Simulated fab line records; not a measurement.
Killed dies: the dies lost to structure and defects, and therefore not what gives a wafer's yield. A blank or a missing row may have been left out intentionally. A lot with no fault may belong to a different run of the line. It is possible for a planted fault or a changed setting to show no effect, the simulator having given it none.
Comparing a struck lot with a sound one ; flow n5 finfet ; 36 out of 1938 route steps
Sound: the wafers L235.2, L235.4, L235.6. Struck: wafers L230.1, L230.6. (L230.3 of the same lot was not struck and is left out.) The cause comes at the end.
Order at every step that has rows: each side's tool, ch and its chambers, its first start. Under that, the readings that differ: sound wafers ; struck wafers ; difference of the means ; sigmas: that difference in standard deviations of wafers without a fault.
alike: words and numbers the same on both sides, and readings whose means are apart by under 2 such deviations; not compared: readings that were withheld, readings missing a value for some wafer, numbers with overlapping values and no deviation given by the record, and bounds like >300 which may hide the same value.
A row with sigmas, a row that says differs or no value, or rows on one side alone: a step with any of these is where the two part. Numbers that don't overlap but have no deviation are shown without sigmas and don't part them. Lack of a reading on every wafer of one side parts them only where that side has two or more wafers.

first, 9 steps without rows for these wafers: N5_MOL_CONTACT_COAG_COAT_63 (time 60 s, resist thk 10 nm); N5_MOL_CONTACT_COAG_COAT_64 (time 60 s, resist thk 10 nm); N5_MOL_CONTACT_COAG_COAT_34 (resist thk 40 nm); N5_MOL_CONTACT_COAG_EBR_36; N5_MOL_CONTACT_COAG_SOFTBAKE_35 (time 60 s); N5_MOL_CONTACT_COAG_EXPOSE_37 (exposes mask VD, defocus 0 nm); N5_MOL_CONTACT_COAG_PEB_38 (peb time 60 s); N5_MOL_CONTACT_COAG_DEVELOP_39 (develop time 30 s); N5_MOL_CONTACT_COAG_DESCUM_45 (chemistry O2, time 7 s).
N5_MOL_CONTACT_COAG_ETCH_65: etches underlayer in N2/H2, target depth 13 nm, time 10.4 s.
  sound on rie diel-05 ch 0,3, day 8 15:16; struck on rie diel-06 ch 3, day 7 11:49
reading;sound;struck;difference;sigmas
etch rf on time s (s);9.91 9.88 9.76;10.48 10.47;+0.63;+3
  alike: drypump motor current A, oes product au, rf vpp V, showerhead plenum p Torr, throttle valve pct
  not compared: rf hours counter h
then, 25 steps without rows for these wafers: N5_MOL_CONTACT_COAG_ETCH_66 (etches SiARC in CF4, target depth 13 nm, time 21.7 s); N5_MOL_CONTACT_COAG_ALD_133 (deposits SiO2, target thk 5 nm, pulse time 1 s, co reactant pulse time 1 s); N5_MOL_CONTACT_COAG_ETCHBACK_134 (etches SiO2 in CHF3, target depth 10 nm, time 6.7 s); N5_MOL_CONTACT_COAG_ETCH_67 (etches SOC in N2/H2, target depth 60 nm, overetch 21 nm, time 101.2 s); N5_MOL_CONTACT_COAG_STRIP_68 (strips in N2/H2); N5_MOL_CONTACT_COAG_STRIP_69 (strips in N2/H2); N5_MOL_CONTACT_COAG_ETCHBACK_136 (etches SiO2 in CHF3, target depth 25 nm, time 16.7 s); N5_MOL_CONTACT_COAG_STRIP_120 (strips in CHF3); N5_MOL_CONTACT_COAG_VIA_ETCH_117 (etches SiO2 in C4F6/O2, target depth 40 nm, overetch 8 nm, time 26 s); N5_MOL_CONTACT_COAG_ETCH_124 (etches SiNx in CH3F/O2, stops on SiOC, target depth 6.5 nm); N5_MOL_CONTACT_COAG_ETCH_48 (etches SiOC in C4F6/O2, target depth 15 nm, overetch 4.5 nm, time 17 s); N5_MOL_CONTACT_COAG_STRIP_72 (strips in N2/H2); N5_MOL_CONTACT_COAG_STRIP_49 (strips in N2/H2, time 30 s); N5_MOL_CONTACT_COAG_PRECLEAN_138 (cleans in alkaline clean, time 60 s); N5_MOL_CONTACT_COAG_SRD_139 (time 30 s); N5_MOL_CONTACT_COAG_PRE_CLEAN_121; N5_MOL_CONTACT_COAG_CVD_140 (deposits W, target thk 66.5 nm, time 215 s); N5_MOL_CONTACT_COAG_PRECLEAN_127 (cleans in DIW, time 57.5 s); N5_MOL_CONTACT_COAG_SRD_128 (dry time 32 s); N5_MOL_CONTACT_COAG_CMP_52 (polishes, stops on SiO2, t overpolish 1.5 s, target thk 66.5 nm); N5_MOL_CONTACT_COAG_ANNEAL_112 (time 1800 s); N5_BEOL_M0_SAQP_PECVD_00 (deposits SiCN from 3MS/NH3, target thk 8 nm, time 14 s); N5_BEOL_M0_SAQP_ILD_DEP_01 (deposits SiOC from DEMS/O2, target thk 45.419 nm, time 8.7 s); N5_BEOL_M0_SAQP_HM_DEP_02 (deposits TiN, target thk 12 nm); N5_BEOL_M0_SAQP_PECVD_03 (deposits SiCN from 3MS/NH3, target thk 12 nm, time 21.1 s).
-- record jumps: 7 days separate the struck wafers' starts on either side; left off in module BEOL_M0_SAQP, taken up again in module PASSIVATION, whose first shown step is the route's number 1936 --
N5_PASSIVATION_PROBE_49:
  sound on prober-02 at day 15 23:16; struck on prober-02 at day 14 20:26
reading;sound;struck;difference;sigmas
defect limited yield (%);92.9 92.1 89.7;85.5 85.2;-6.2;-4
killed at contacts;10 11 12;71 83;+66;+11
killed dies;84 93 122;171 175;+73;+4
killed on rim;9 15 18;27 27;+13;+4
sort_bin_5_function (%);3.8 4.2 5.7;8.2 9.1;+4.1;+4
sort n pass;1096 1087 1058;1009 1005;-73;-4
sort yield pct (%);92.9 92.1 89.7;85.5 85.2;-6.2;-4
  alike: killed_at_M0_to_M3, killed_at_M4_up, killed at front end, killed at other, killed open, killed short, sort_bin_6_memory, sort_bin_8_speed

== WHERE THEY PART ==
Last at N5_PASSIVATION_PROBE_49 as far as this record goes, first at N5_MOL_CONTACT_COAG_ETCH_65.

WHY: what the simulator had put in
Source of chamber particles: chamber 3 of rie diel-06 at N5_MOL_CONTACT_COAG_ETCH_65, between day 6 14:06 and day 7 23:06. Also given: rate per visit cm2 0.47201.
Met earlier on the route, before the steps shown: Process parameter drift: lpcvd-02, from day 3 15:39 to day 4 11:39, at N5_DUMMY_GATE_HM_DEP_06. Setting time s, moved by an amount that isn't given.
